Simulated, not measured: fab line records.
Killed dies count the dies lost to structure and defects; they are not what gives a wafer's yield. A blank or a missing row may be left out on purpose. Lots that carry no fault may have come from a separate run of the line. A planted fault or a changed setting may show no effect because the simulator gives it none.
Split-lot study :: flow n5-finfet :: 39 wafers read from 7 lots, route of 1938 steps

== THE SPLIT ==
At N5_FIN_CUT_CUT_ETCH_26 (etches SiNx in CH3F/O2, target depth 39 nm, time 55.7 s), the setting time-s was moved away from the recipe's 55.7 s on 15 of the 39 wafers read, by -57.4% to +59.9%. This setting was run at the recipe's value on the other wafers.

The split's own step is where the reading is taken.

== THE READING ==
SOC_of_FIN_CUT_COAT_18.thk-nm (the simulator's own value, which no gauge read), in nm, at N5_FIN_CUT_CUT_ETCH_26 (etches SiNx in CH3F/O2, target depth 39 nm, time 55.7 s). There is no usual value for it anywhere in the file. Across the 24 wafers here that went through the recipe, the average is 211.8 nm and the standard deviation 0.76 nm.

wafer: L075.1
tool, chamber at the split: rie-diel-04, 3
time-s as run, s: 55.7
against the recipe: recipe
SOC_of_FIN_CUT_COAT_18.thk-nm, nm: 212.2
against lot-mates on the recipe: -

wafer: L075.3
tool, chamber at the split: rie-diel-04, 0
time-s as run, s: 55.7
against the recipe: recipe
SOC_of_FIN_CUT_COAT_18.thk-nm, nm: 212.4
against lot-mates on the recipe: -

wafer: L075.5
tool, chamber at the split: rie-diel-04, 3
time-s as run, s: 55.7
against the recipe: recipe
SOC_of_FIN_CUT_COAT_18.thk-nm, nm: 213
against lot-mates on the recipe: -

wafer: L077.1
tool, chamber at the split: rie-diel-02, 3
time-s as run, s: 55.7
against the recipe: recipe
SOC_of_FIN_CUT_COAT_18.thk-nm, nm: 211
against lot-mates on the recipe: -

wafer: L077.2
tool, chamber at the split: rie-diel-02, 2
time-s as run, s: 55.7
against the recipe: recipe
SOC_of_FIN_CUT_COAT_18.thk-nm, nm: 210.4
against lot-mates on the recipe: -

wafer: L077.3
tool, chamber at the split: rie-diel-02, 0
time-s as run, s: 55.7
against the recipe: recipe
SOC_of_FIN_CUT_COAT_18.thk-nm, nm: 210.6
against lot-mates on the recipe: -

wafer: L077.4
tool, chamber at the split: rie-diel-02, 1
time-s as run, s: 55.7
against the recipe: recipe
SOC_of_FIN_CUT_COAT_18.thk-nm, nm: 210.8
against lot-mates on the recipe: -

wafer: L077.5
tool, chamber at the split: rie-diel-02, 3
time-s as run, s: 55.7
against the recipe: recipe
SOC_of_FIN_CUT_COAT_18.thk-nm, nm: 210.8
against lot-mates on the recipe: -

wafer: L077.6
tool, chamber at the split: rie-diel-02, 0
time-s as run, s: 55.7
against the recipe: recipe
SOC_of_FIN_CUT_COAT_18.thk-nm, nm: 211.6
against lot-mates on the recipe: -

wafer: L078.1
tool, chamber at the split: rie-diel-02, 0
time-s as run, s: 55.7
against the recipe: recipe
SOC_of_FIN_CUT_COAT_18.thk-nm, nm: 211.6
against lot-mates on the recipe: -

wafer: L078.2
tool, chamber at the split: rie-diel-02, 2
time-s as run, s: 55.7
against the recipe: recipe
SOC_of_FIN_CUT_COAT_18.thk-nm, nm: 211.8
against lot-mates on the recipe: -

wafer: L078.3
tool, chamber at the split: rie-diel-02, 1
time-s as run, s: 23.72
against the recipe: -57.4%
SOC_of_FIN_CUT_COAT_18.thk-nm, nm: 222.4
against lot-mates on the recipe: +10.9

wafer: L078.4
tool, chamber at the split: rie-diel-02, 0
time-s as run, s: 23.72
against the recipe: -57.4%
SOC_of_FIN_CUT_COAT_18.thk-nm, nm: 222.4
against lot-mates on the recipe: +10.9

wafer: L078.5
tool, chamber at the split: rie-diel-02, 2
time-s as run, s: 55.7
against the recipe: recipe
SOC_of_FIN_CUT_COAT_18.thk-nm, nm: 211
against lot-mates on the recipe: -

wafer: L078.6
tool, chamber at the split: rie-diel-02, 1
time-s as run, s: 23.72
against the recipe: -57.4%
SOC_of_FIN_CUT_COAT_18.thk-nm, nm: 221.2
against lot-mates on the recipe: +9.7

wafer: L085.1
tool, chamber at the split: rie-diel-04, 0
time-s as run, s: 55.7
against the recipe: recipe
SOC_of_FIN_CUT_COAT_18.thk-nm, nm: 212.2
against lot-mates on the recipe: -

wafer: L085.2
tool, chamber at the split: rie-diel-04, 3
time-s as run, s: 55.7
against the recipe: recipe
SOC_of_FIN_CUT_COAT_18.thk-nm, nm: 212.2
against lot-mates on the recipe: -

wafer: L085.3
tool, chamber at the split: rie-diel-04, 1
time-s as run, s: 89.08
against the recipe: +59.9%
SOC_of_FIN_CUT_COAT_18.thk-nm, nm: 201.8
against lot-mates on the recipe: -10.7

wafer: L085.4
tool, chamber at the split: rie-diel-04, 2
time-s as run, s: 89.08
against the recipe: +59.9%
SOC_of_FIN_CUT_COAT_18.thk-nm, nm: 202
against lot-mates on the recipe: -10.5

wafer: L085.5
tool, chamber at the split: rie-diel-04, 0
time-s as run, s: 89.08
against the recipe: +59.9%
SOC_of_FIN_CUT_COAT_18.thk-nm, nm: 200.2
against lot-mates on the recipe: -12.3

wafer: L085.6
tool, chamber at the split: rie-diel-04, 1
time-s as run, s: 55.7
against the recipe: recipe
SOC_of_FIN_CUT_COAT_18.thk-nm, nm: 213
against lot-mates on the recipe: -

wafer: L094.1
tool, chamber at the split: rie-diel-05, 2
time-s as run, s: 76.74
against the recipe: +37.8%
SOC_of_FIN_CUT_COAT_18.thk-nm, nm: 204.8
against lot-mates on the recipe: -6.8

wafer: L094.2
tool, chamber at the split: rie-diel-05, 0
time-s as run, s: 76.74
against the recipe: +37.8%
SOC_of_FIN_CUT_COAT_18.thk-nm, nm: 205.2
against lot-mates on the recipe: -6.4

wafer: L094.3
tool, chamber at the split: rie-diel-05, 3
time-s as run, s: 55.7
against the recipe: recipe
SOC_of_FIN_CUT_COAT_18.thk-nm, nm: 212
against lot-mates on the recipe: -

wafer: L094.4
tool, chamber at the split: rie-diel-05, 1
time-s as run, s: 55.7
against the recipe: recipe
SOC_of_FIN_CUT_COAT_18.thk-nm, nm: 211.6
against lot-mates on the recipe: -

wafer: L094.5
tool, chamber at the split: rie-diel-05, 3
time-s as run, s: 55.7
against the recipe: recipe
SOC_of_FIN_CUT_COAT_18.thk-nm, nm: 211.2
against lot-mates on the recipe: -

wafer: L094.6
tool, chamber at the split: rie-diel-05, 2
time-s as run, s: 76.74
against the recipe: +37.8%
SOC_of_FIN_CUT_COAT_18.thk-nm, nm: 205.2
against lot-mates on the recipe: -6.4

wafer: L095.1
tool, chamber at the split: rie-diel-05, 3
time-s as run, s: 55.7
against the recipe: recipe
SOC_of_FIN_CUT_COAT_18.thk-nm, nm: 212
against lot-mates on the recipe: -

wafer: L095.2
tool, chamber at the split: rie-diel-05, 0
time-s as run, s: 79.37
against the recipe: +42.5%
SOC_of_FIN_CUT_COAT_18.thk-nm, nm: 204.4
against lot-mates on the recipe: -8.1

wafer: L095.3
tool, chamber at the split: rie-diel-05, 1
time-s as run, s: 55.7
against the recipe: recipe
SOC_of_FIN_CUT_COAT_18.thk-nm, nm: 212.6
against lot-mates on the recipe: -

wafer: L095.4
tool, chamber at the split: rie-diel-05, 2
time-s as run, s: 55.7
against the recipe: recipe
SOC_of_FIN_CUT_COAT_18.thk-nm, nm: 213
against lot-mates on the recipe: -

wafer: L095.5
tool, chamber at the split: rie-diel-05, 0
time-s as run, s: 79.37
against the recipe: +42.5%
SOC_of_FIN_CUT_COAT_18.thk-nm, nm: 204.4
against lot-mates on the recipe: -8.1

wafer: L095.6
tool, chamber at the split: rie-diel-05, 3
time-s as run, s: 79.37
against the recipe: +42.5%
SOC_of_FIN_CUT_COAT_18.thk-nm, nm: 204.2
against lot-mates on the recipe: -8.3

wafer: L096.1
tool, chamber at the split: rie-diel-02, 3
time-s as run, s: 36.71
against the recipe: -34.1%
SOC_of_FIN_CUT_COAT_18.thk-nm, nm: 218.6
against lot-mates on the recipe: +6.7

wafer: L096.2
tool, chamber at the split: rie-diel-02, 0
time-s as run, s: 36.71
against the recipe: -34.1%
SOC_of_FIN_CUT_COAT_18.thk-nm, nm: 218.6
against lot-mates on the recipe: +6.7

wafer: L096.3
tool, chamber at the split: rie-diel-02, 2
time-s as run, s: 55.7
against the recipe: recipe
SOC_of_FIN_CUT_COAT_18.thk-nm, nm: 212.4
against lot-mates on the recipe: -

wafer: L096.4
tool, chamber at the split: rie-diel-02, 1
time-s as run, s: 55.7
against the recipe: recipe
SOC_of_FIN_CUT_COAT_18.thk-nm, nm: 212
against lot-mates on the recipe: -

wafer: L096.5
tool, chamber at the split: rie-diel-02, 0
time-s as run, s: 36.71
against the recipe: -34.1%
SOC_of_FIN_CUT_COAT_18.thk-nm, nm: 218.6
against lot-mates on the recipe: +6.7

wafer: L096.6
tool, chamber at the split: rie-diel-02, 3
time-s as run, s: 55.7
against the recipe: recipe
SOC_of_FIN_CUT_COAT_18.thk-nm, nm: 211.2
against lot-mates on the recipe: -

FIT RESULTS
A straight line over all 39 wafers: SOC_of_FIN_CUT_COAT_18.thk-nm changes by -0.179 nm for each +1% of time-s; r = -0.99; the points scatter about the line by 0.71 nm.
The same after taking each lot's own level away (the mean of its wafers on the recipe; 39 wafers): -0.186 nm for each +1%; r = -1.00; scatter 0.47 nm.
On that fit, the largest move of time-s shifts the reading by 11 nm.
From 210.87 to 212.53 nm: that is the span of the lots' own levels, equal to 2.2 times the standard deviation above.
The two slopes are in agreement: the lot-to-lot level therefore moves the slope only a little.
Check: -11.2 nm against its lot-mates is what the line predicts for one of the wafers moved furthest among these (+59.9%) when that wafer is left out of the fit. It came out at -10.7 nm against them.

== THE OTHER SPLITS THESE WAFERS WENT THROUGH ==
Other splits were also applied to these wafers ahead of the reading. Each is held against what the fit with the lots' levels taken away leaves over:
other split on the same wafers: N5_FIN_SAQP_HM_DEP_03 target-thk-a
wafers away from the commonest value: 9
r with SOC_of_FIN_CUT_COAT_18.thk-nm (lot level and that fit taken away): -0.08

== THE WHOLE CHAIN: every reading that the file lists as answering this split, in the file's order ==
step: N5_FIN_CUT_CUT_ETCH_26
what it does: etches SiNx in CH3F/O2, target depth 39 nm, time 55.7 s
reading: etch.depth-nm (the simulator's own value, which no gauge read)
change (the file's fit): +0.385 nm for each +1% of the setting
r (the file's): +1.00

step: N5_FIN_CUT_CUT_ETCH_26
what it does: etches SiNx in CH3F/O2, target depth 39 nm, time 55.7 s
reading: SOC_of_FIN_CUT_COAT_18.thk-nm (the simulator's own value, which no gauge read)
change (the file's fit): -0.186 nm for each +1% of the setting
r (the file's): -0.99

== THE FILE'S OWN FIT ==
SOC_of_FIN_CUT_COAT_18.thk-nm changes by -0.186 nm for each +1% of time-s, r = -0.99.
